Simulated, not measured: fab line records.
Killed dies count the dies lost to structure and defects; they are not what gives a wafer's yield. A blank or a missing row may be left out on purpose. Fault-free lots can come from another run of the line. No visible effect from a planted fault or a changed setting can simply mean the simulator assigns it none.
Split-lot trial -- flow n5Finfet -- route with 1938 steps; 7 lots, 21 wafers read

== SPLIT DETAILS ==
At N5_BEOL_M10_PEB_26 (peb time 60 s), the setting pebTimeS was moved away from the recipe's 60 s on 8 of the 21 wafers read, by -19.3% to +21.5%. This setting was run at the recipe's value on the other wafers.

== FROM SPLIT TO READING: 1 step shown by the file between the two ==
- N5_BEOL_M10_DEVELOP_27: develop time 30 s

== THE READING ==
Shown in nm: cdNm at N5_BEOL_M10_CD_MEAS_28, with target cd 70 nm. Typical for fault-free wafers on this fab line: 69.9 nm, with standard deviation 1.2 nm.

wafer,"tool, chamber at the split","pebTimeS as run, s",against the recipe,"cdNm, nm",against lot-mates on the recipe
L079.1,"lithoTrack-03, 0",60,recipe,68.5,-
L079.2,"lithoTrack-03, 0",60,recipe,68.9,-
L079.6,"lithoTrack-03, 0",60,recipe,69.9,-
L084.1,"lithoTrack-05, 0",60,recipe,69.9,-
L084.2,"lithoTrack-05, 0",60,recipe,70.5,-
L084.5,"lithoTrack-05, 0",60,recipe,70.4,-
L085.3,"lithoTrack-03, 0",54.28,-9.5%,64.5,-5.5
L085.4,"lithoTrack-03, 0",60,recipe,70.0,-
L085.6,"lithoTrack-03, 0",60,recipe,69.9,-
L086.1,"lithoTrack-01, 0",72.91,+21.5%,77.1,+8.4
L086.3,"lithoTrack-01, 0",72.91,+21.5%,78.1,+9.4
L086.6,"lithoTrack-01, 0",60,recipe,68.7,-
L089.1,"lithoTrack-05, 0",60,recipe,70.6,-
L089.2,"lithoTrack-05, 0",60,recipe,70.4,-
L089.4,"lithoTrack-05, 0",60,recipe,71.0,-
L090.1,"lithoTrack-01, 0",60,recipe,70.9,-
L090.4,"lithoTrack-01, 0",63.79,+6.3%,73.7,+2.8
L090.5,"lithoTrack-01, 0",63.79,+6.3%,72.9,+2.0
L094.1,"lithoTrack-05, 0",48.44,-19.3%,61.4,no lot-mate on the recipe
L094.3,"lithoTrack-05, 0",48.44,-19.3%,59.2,no lot-mate on the recipe
L094.6,"lithoTrack-05, 0",48.44,-19.3%,60.4,no lot-mate on the recipe

THE FIT
A straight line over all 21 wafers: cdNm changes by +0.441 nm for each +1% of pebTimeS; r = +0.98; the points scatter about the line by 1.1 nm.
The same after taking each lot's own level away (the mean of its wafers on the recipe; 18 wafers): +0.431 nm for each +1%; r = +0.99; scatter 0.51 nm.
On that fit, the largest move of pebTimeS shifts the reading by 9.3 nm.
Across the lots, their own levels run from 68.70 to 70.90 nm, a range of 1.8 times the standard deviation given above.
The two slopes agree, so the slope changes little with the lot-to-lot level.
Check: for one of the wafers moved furthest among these (+21.5%), held out of the fit, the line's prediction against its lot-mates is +9.64 nm. Against them it came out at +8.4 nm.

== THE OTHER SPLITS THESE WAFERS WENT THROUGH ==
These wafers also went through other splits before the reading. Each is held against what the fit with the lots' levels taken away leaves over:
other split on the same wafers,wafers away from the commonest value,r with cdNm (lot level and that fit taken away)
N5_BEOL_M9_EXPOSE_08 doseMj,9,-0.13

== THE FILE'S OWN FIT ==
cdNm changes by +0.437 nm for each +1% of pebTimeS, r = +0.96.
